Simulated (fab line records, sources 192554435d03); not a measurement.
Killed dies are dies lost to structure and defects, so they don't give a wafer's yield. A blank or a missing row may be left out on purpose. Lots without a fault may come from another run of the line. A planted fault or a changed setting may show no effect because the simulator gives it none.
Chamber matching | flow n5_finfet | N5_BEOL_M0_ALD_136 on ald_metal-04: 4 sister chambers
The step deposits TaN, pulse time 2 s, purge time 3 s, co reactant purge time 2 s. 4 wafers are shown with their chamber, then 11 later ones without.

WAFERS WITH THEIR CHAMBER
wafer  | chamber | heater_power_w (W)
L078.2 | 3       | 339
L082.1 | 2       | 394
L082.6 | 0       | 404
L083.1 | 1       | 382

WAFERS WITHOUT THEIR CHAMBER
wafer  | heater_power_w (W)
L083.3 | 402
L083.4 | 334
L084.1 | 395
L084.4 | 390
L084.6 | 405
L087.2 | 330
L087.3 | 398
L087.4 | 367
L089.2 | 382
L089.4 | 342
L089.5 | 400

WHICH CHAMBER EACH WENT THROUGH
wafer  | from the rows above          | in truth
L083.3 | can't be placed: 0 or 2      | 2
L083.4 | 3                            | 3
L084.1 | can't be placed: 2 or 0      | 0
L084.4 | can't be placed: 2 or 1 or 0 | 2
L084.6 | can't be placed: 0 or 2      | 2
L087.2 | 3                            | 3
L087.3 | can't be placed: 2 or 0      | 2
L087.4 | 1                            | 1
L089.2 | 1                            | 1
L089.4 | 3                            | 3
L089.5 | can't be placed: 0 or 2      | 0
Placed correctly: 5 of 11. Can't be placed from these rows: 6 (the true chamber is among the candidates in 6). Placed wrongly: 0.
How it was worked out, from the rows above alone: a wafer's distance from a chamber is the root of the sum, over the readings, of the square of ((its reading less the chamber's mean) divided by the reading's scatter). The wafer belongs to the nearest chamber; if the next one is less than 2 further off, it can't be placed. A chamber's mean is the mean of its shown wafers. The scatter: with one shown wafer a chamber, the root of the mean of the squares of how far each hidden wafer lies from its nearest shown one.
